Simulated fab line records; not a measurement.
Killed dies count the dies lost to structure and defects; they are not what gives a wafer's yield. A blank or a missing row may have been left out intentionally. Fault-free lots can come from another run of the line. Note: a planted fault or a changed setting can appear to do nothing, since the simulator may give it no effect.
Chamber matching    flow nand harc    NHARC_P_CONTACT_ALD_22 on ald metal-01: 4 sister chambers
The step deposits TiN, target thk 3 nm, pulse time 1 s, ald cycles 150. 8 wafers are shown with their chamber, then 9 later ones without.

== EACH WAFER AND ITS CHAMBER ==
wafer   chamber  heater power w (W)  precursor pulse height rel
L078.6  2        1045                0.995
L082.2  2        1017                1.045
L085.1  1        1098                1.009
L085.6  1        1108                0.977
L086.6  0        1032                0.979
L088.3  3        1006                0.980
L088.5  0        1054                0.991
L088.6  3        1009                1.000

== WAFERS WHOSE CHAMBER IS MISSING ==
wafer   heater power w (W)  precursor pulse height rel
L090.1  1088                0.981
L090.2  984                 0.975
L090.3  1009                0.978
L092.1  1067                0.987
L092.3  1026                0.978
L092.5  1084                1.008
L096.4  1020                0.994
L096.5  983                 1.019
L096.6  1094                0.977

== THE CHAMBER EACH PASSED THROUGH ==
wafer    from the rows above            in truth
L090.1   1                              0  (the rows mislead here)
L090.2   3                              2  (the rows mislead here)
L090.3   can't be placed: 3 or 2        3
L092.1   can't be placed: 0 or 1 or 2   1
L092.3   can't be placed: 0 or 3 or 2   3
L092.5   can't be placed: 1 or 0        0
L096.4   can't be placed: 3 or 2 or 0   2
L096.5   can't be placed: 3 or 2        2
L096.6   1                              1
1 of 9 placed correctly. Can't be placed from these rows: 6 (the true chamber is among the candidates in 6). Number placed wrongly: 2.
How it was worked out, from the rows above alone: a wafer's distance from a chamber is the root of the sum, over the readings, of the square of ((its reading less the chamber's mean) divided by the reading's scatter). If the next closest chamber is less than 2 further off than the closest, the wafer can't be placed; otherwise it belongs to the closest. For every chamber, the mean is computed from those of its wafers that are shown. How the scatter is found: for the shown wafers, subtract from each reading the mean of its chamber, square and add these, divide the total by (wafers less chambers), then take the root.
